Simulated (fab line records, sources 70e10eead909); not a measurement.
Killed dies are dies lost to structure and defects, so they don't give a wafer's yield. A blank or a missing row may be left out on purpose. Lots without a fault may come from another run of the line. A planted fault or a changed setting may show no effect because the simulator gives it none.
A struck lot beside a sound one | flow nand_harc | 15 steps out of a route of 1159
Sound: wafers L594.1, L594.4, L594.6. Struck: wafers L585.1, L585.5, L585.6. The cause comes at the end.
At each step with rows: each side's tool, then ch and its chambers, then its first start. Under that, the readings that differ: sound wafers | struck wafers | difference of the means | sigmas: that difference in standard deviations of wafers without a fault.
alike: readings whose means differ by less than 2 such deviations, and words and numbers that are the same on both sides. not compared: withheld readings, readings that some wafer has no value for, bounds like >300 that may hide the same value, and numbers for which the record gives no deviation and whose values overlap.
The two part at a step that has a row with sigmas, a row that says differs or no value, or rows on one side only. Numbers that don't overlap but have no deviation are shown without sigmas and don't part them. A reading that every wafer of one side lacks parts them only if that side has two wafers or more.

first, 3 steps without rows for these wafers: NHARC_P_GATE_EXPOSE_08 (exposes mask P HV); NHARC_P_GATE_PEB_09 (peb time 85 s); NHARC_P_GATE_DEVELOP_10 (time 70 s).
NHARC_P_GATE_CD_MEAS_11: target cd 1640 nm.
  sound on cd_sem-02 ch 0, day 8 04:59; struck on cd_sem-01 ch 0, day 6 06:58
  reading    | sound                | struck               | difference | sigmas
  cd_nm (nm) | 1642.0 1641.8 1641.4 | 1638.4 1637.3 1638.5 | -3.7       | -3
then, 1 step without rows for these wafers: NHARC_P_GATE_HARDBAKE_12 (time 80 s).
NHARC_P_GATE_DESCUM_13: chemistry O2, time 3 s.
  sound on rie_diel-12 ch 0,3, day 8 05:10; struck on rie_diel-04 ch 2,3, day 6 07:09
  alike: drypump_motor_current_A, oes_product_au, rf_vpp_V, showerhead_plenum_p_Torr, throttle_valve_pct
  not compared: rf_hours_counter_h
then, 6 steps without rows for these wafers: NHARC_P_GATE_ETCH_14 (etches SiO2 in dHF, target depth 48.8 nm); NHARC_P_GATE_STRIP_15 (strips in SPM, time 780 s); NHARC_P_GATE_PRECLEAN_71 (cleans in SC1); NHARC_P_GATE_SRD_72; NHARC_P_GATE_OXIDE_16 (material SiO2, target thk 3 nm, ox time 392 s); NHARC_P_GATE_CVD_17 (deposits poly-Si, target thk 150 nm, time 900 s).
NHARC_P_GATE_HM_DEP_102: deposits aC, target thk 120 nm.
  sound on acl_dep-02 ch 0, day 8 20:00; struck on acl_dep-03 ch 0, day 6 21:17
  alike: throttle_valve_pct
NHARC_P_GATE_DEP_103: deposits SiON, target thk 30 nm.
  sound on pecvd-01 ch 0,1, day 8 20:43; struck on pecvd-03 ch 0,2, day 6 22:10
  alike: heater_power_w
-- the record jumps here: 16 days lie between the struck wafers' starts before and after (it left off in module P_GATE and takes up again in module END, whose first step shown is number 1159 of the route) --
NHARC_END_SORT_01:
  the record has rows for the struck wafers here (prober-01 ch 0, day 22 20:45) and none for the sound ones

WHERE THEY PART
First at NHARC_P_GATE_CD_MEAS_11; last, within this record, at NHARC_END_SORT_01.

WHY: what the simulator had put in
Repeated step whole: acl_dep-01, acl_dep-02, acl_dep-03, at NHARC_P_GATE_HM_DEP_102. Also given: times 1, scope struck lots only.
